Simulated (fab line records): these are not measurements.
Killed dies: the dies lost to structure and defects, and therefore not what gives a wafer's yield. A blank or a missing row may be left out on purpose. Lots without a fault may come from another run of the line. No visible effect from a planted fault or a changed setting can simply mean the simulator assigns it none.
The tool behind it: which one?    flow n5Finfet    Sampling: 24 lots, 72 wafers, 4 of 1938 route steps

== WHAT EACH GAUGE READ, for each wafer ==
N5_STI_FIN_REVEAL_THK_MEAS_05.
lot   measured     on            thkNm (nm)
L074  day 2 10:51  filmMetro-02  130.9 129.7 128.9
L075  day 2 16:08  filmMetro-01  131.0 133.1 133.7
L076  day 2 22:58  filmMetro-01  132.9 133.5 132.3
L077  day 3 04:01  filmMetro-02  131.3 129.9 130.5
L078  day 3 12:33  filmMetro-02  133.0 132.5 132.1
L079  day 3 16:31  filmMetro-02  134.6 132.7 133.0
L080  day 4 00:03  filmMetro-02  132.1 132.7 131.7
L081  day 4 05:38  filmMetro-02  132.1 133.4 131.2
L082  day 4 11:31  filmMetro-02  130.9 131.2 130.4
L083  day 4 16:30  filmMetro-02  129.2 132.3 129.0
L084  day 4 21:11  filmMetro-01  131.3 130.6 133.6
L085  day 5 07:03  filmMetro-02  133.8 131.8 132.3
L086  day 5 11:59  filmMetro-01  135.1 132.6 132.0
L087  day 5 16:07  filmMetro-01  131.8 132.5 131.9
L088  day 5 23:28  filmMetro-02  131.1 132.9 131.5
L089  day 6 03:29  filmMetro-02  131.6 131.7 132.6
L090  day 6 09:32  filmMetro-01  132.6 132.3 130.9
L091  day 6 15:25  filmMetro-01  132.8 130.7 132.6
L092  day 6 22:08  filmMetro-02  130.5 130.8 132.0
L093  day 7 03:28  filmMetro-02  133.0 134.8 132.2
L094  day 7 11:51  filmMetro-02  132.0 130.8 130.0
L095  day 7 18:32  filmMetro-02  134.6 134.3 133.9
L096  day 7 22:22  filmMetro-02  133.0 130.5 130.4
L097  day 8 05:28  filmMetro-01  133.4 133.8 132.5

N5_STI_FIN_REVEAL_INSPECT_13: inspects for defects (darkfield).
lot   measured     on                rawDefectCount
L074  day 2 14:09  defectInspect-02  27 14 11
L075  day 2 19:28  defectInspect-02  14 11 10
L076  day 3 02:19  defectInspect-02  6 18 9
L077  day 3 07:32  defectInspect-02  20 9 8
L078  day 3 15:52  defectInspect-02  12 7 9
L079  day 3 19:47  defectInspect-02  24 10 17
L080  day 4 03:20  defectInspect-02  25 10 18
L081  day 4 08:59  defectInspect-02  6 14 9
L082  day 4 14:52  defectInspect-02  11 16 19
L083  day 4 19:55  defectInspect-01  26 12 9
L084  day 5 00:38  defectInspect-02  15 8 18
L085  day 5 10:24  defectInspect-02  7 11 6
L086  day 5 15:16  defectInspect-01  13 5 10
L087  day 5 19:47  defectInspect-01  13 10 14
L088  day 6 02:57  defectInspect-01  7 17 15
L089  day 6 06:50  defectInspect-01  14 8 12
L090  day 6 13:29  defectInspect-01  13 10 20
L091  day 6 18:44  defectInspect-01  10 10 11
L092  day 7 01:39  defectInspect-01  10 6 5
L093  day 7 08:53  defectInspect-01  9 11 10
L094  day 7 15:29  defectInspect-01  11 13 19
L095  day 7 22:19  defectInspect-01  18 7 24
L096  day 8 02:10  defectInspect-02  10 26 8
L097  day 8 08:46  defectInspect-02  11 6 8

N5_DUMMY_GATE_OVL_MEAS_16.
lot   measured     on          GATE_OVL (nm)
L074  day 2 22:42  overlay-01  -0.6 -0.9 -0.4
L075  day 3 05:22  overlay-02  0.4 -0.6 -0.4
L076  day 3 11:00  overlay-02  -1.0 -1.7 -0.5
L077  day 3 16:19  overlay-02  -0.3 0.0 0.0
L078  day 4 00:31  overlay-01  -0.9 -0.5 -0.3
L079  day 4 04:26  overlay-01  -1.0 -0.9 -0.7
L080  day 4 11:52  overlay-02  0.4 0.3 -0.5
L081  day 4 17:29  overlay-01  0.2 0.9 1.3
L082  day 4 23:37  overlay-01  -0.9 -0.9 -0.2
L083  day 5 04:34  overlay-02  -0.4 -1.4 -0.5
L084  day 5 10:35  overlay-02  -0.5 -1.0 -0.7
L085  day 5 19:03  overlay-02  -1.4 -0.8 -0.7
L086  day 5 23:47  overlay-01  0.2 -1.0 -1.1
L087  day 6 04:19  overlay-01  -0.9 -1.3 -0.3
L088  day 6 11:43  overlay-02  -0.2 -0.3 -0.3
L089  day 6 17:12  overlay-01  -0.5 -1.7 -1.4
L090  day 6 23:50  overlay-02  -1.5 -1.1 -0.3
L091  day 7 03:42  overlay-02  -0.7 0.1 -0.6
L092  day 7 10:17  overlay-02  0.3 0.5 -0.5
L093  day 7 19:21  overlay-02  -0.1 -1.2 -1.5
L094  day 8 00:08  overlay-02  -0.2 -1.1 -1.1
L095  day 8 07:01  overlay-01  -0.7 -0.8 -0.5
L096  day 8 10:40  overlay-02  -0.4 0.3 -0.7
L097  day 8 17:24  overlay-02  -0.5 -0.4 -0.5

== WHAT TOOL EACH LOT RAN ON (gives the tool, then ch and the chambers of the sampled wafers, and finally the start) ==
lot   N5_STI_FIN_REVEAL_ETCH_34
L074  rieSi-06 ch 0,3, day 2 13:27
L075  rieSi-01 ch 0,2,3, day 2 18:47
L076  rieSi-04 ch 2,3, day 3 01:37
L077  rieSi-06 ch 0,1,3, day 3 06:45
L078  rieSi-01 ch 0,2,3, day 3 15:10
L079  rieSi-04 ch 0,2,3, day 3 19:06
L080  rieSi-04 ch 1,2,3, day 4 02:38
L081  rieSi-06 ch 1,2, day 4 08:14
L082  rieSi-06 ch 0,2,3, day 4 14:11
L083  rieSi-01 ch 0,2, day 4 19:13
L084  rieSi-06 ch 0,1,2, day 4 23:56
L085  rieSi-01 ch 0,1,2, day 5 09:42
L086  rieSi-01 ch 0,1,3, day 5 14:34
L087  rieSi-04 ch 1,2, day 5 19:05
L088  rieSi-06 ch 1,2,3, day 6 02:15
L089  rieSi-01 ch 0,3, day 6 06:08
L090  rieSi-06 ch 1,2,3, day 6 12:47
L091  rieSi-04 ch 2,3, day 6 18:01
L092  rieSi-06 ch 0,2,3, day 7 00:56
L093  rieSi-01 ch 0,2,3, day 7 06:04
L094  rieSi-01 ch 2,3, day 7 14:43
L095  rieSi-01 ch 0,3, day 7 21:25
L096  rieSi-06 ch 0,1,2, day 8 01:28
L097  rieSi-04 ch 0,1,2, day 8 08:04
- N5_STI_FIN_REVEAL_ETCH_34: etches Si in H2, material Si, target depth 0.97 nm.

== AS READ BY THE TOOLS THEMSELVES (means over the sampled wafers that have a number; for cases with no such wafer, the mark the record gives instead) ==
N5_STI_FIN_REVEAL_ETCH_34.
lot   tool      drypumpMotorCurrentA (A)  oesProductAu (a.u.)  throttleValvePct (%)
L074  rieSi-06  5.6                       0.994                25.5
L075  rieSi-01  5.5                       0.990                25.4
L076  rieSi-04  6.2                       1.005                25.2
L077  rieSi-06  5.5                       0.990                25.5
L078  rieSi-01  5.6                       0.985                25.4
L079  rieSi-04  5.9                       0.997                25.8
L080  rieSi-04  5.8                       0.993                25.4
L081  rieSi-06  5.7                       0.994                25.6
L082  rieSi-06  5.4                       0.993                25.8
L083  rieSi-01  5.6                       0.984                25.2
L084  rieSi-06  5.4                       0.994                25.7
L085  rieSi-01  5.9                       0.998                25.2
L086  rieSi-01  5.9                       0.988                25.4
L087  rieSi-04  6.1                       1.004                24.9
L088  rieSi-06  5.8                       0.996                25.6
L089  rieSi-01  5.5                       0.991                25.6
L090  rieSi-06  5.8                       1.000                25.6
L091  rieSi-04  5.9                       0.992                25.7
L092  rieSi-06  5.4                       1.001                25.8
L093  rieSi-01  5.6                       0.986                25.4
L094  rieSi-01  5.3                       0.986                25.5
L095  rieSi-01  5.8                       0.981                25.5
L096  rieSi-06  5.4                       0.993                25.7
L097  rieSi-04  5.8                       0.989                25.5

== THE ANSWER, worked out from the rows above alone ==
Rule: usual is defined by the lots themselves. Put in order of their means at a reading, lots are off if they are a third of the lots or fewer, leave a main group of 4 or more, and stand apart from it by a gap of 3 or more times the standard deviation of the main group's means; of several such gaps the widest counts. A main group is skipped when, at the precision printed for the reading in the tables above, its means are all equal. A lot without any number at a reading at which 4 lots or more have one is off too. All remaining lots with rows at the step are treated as sound. Order of review: gauges by route order, followed by the tools' own readings, for which a lot's mean as printed above is used. The first step at which some lot is off is used, and at that step the reading that is off furthest; a lot without a number counts as furthest.
Nothing can be told from this: no lot is off at any reading shown.

== WHAT THE SIMULATOR HAD PUT IN ==
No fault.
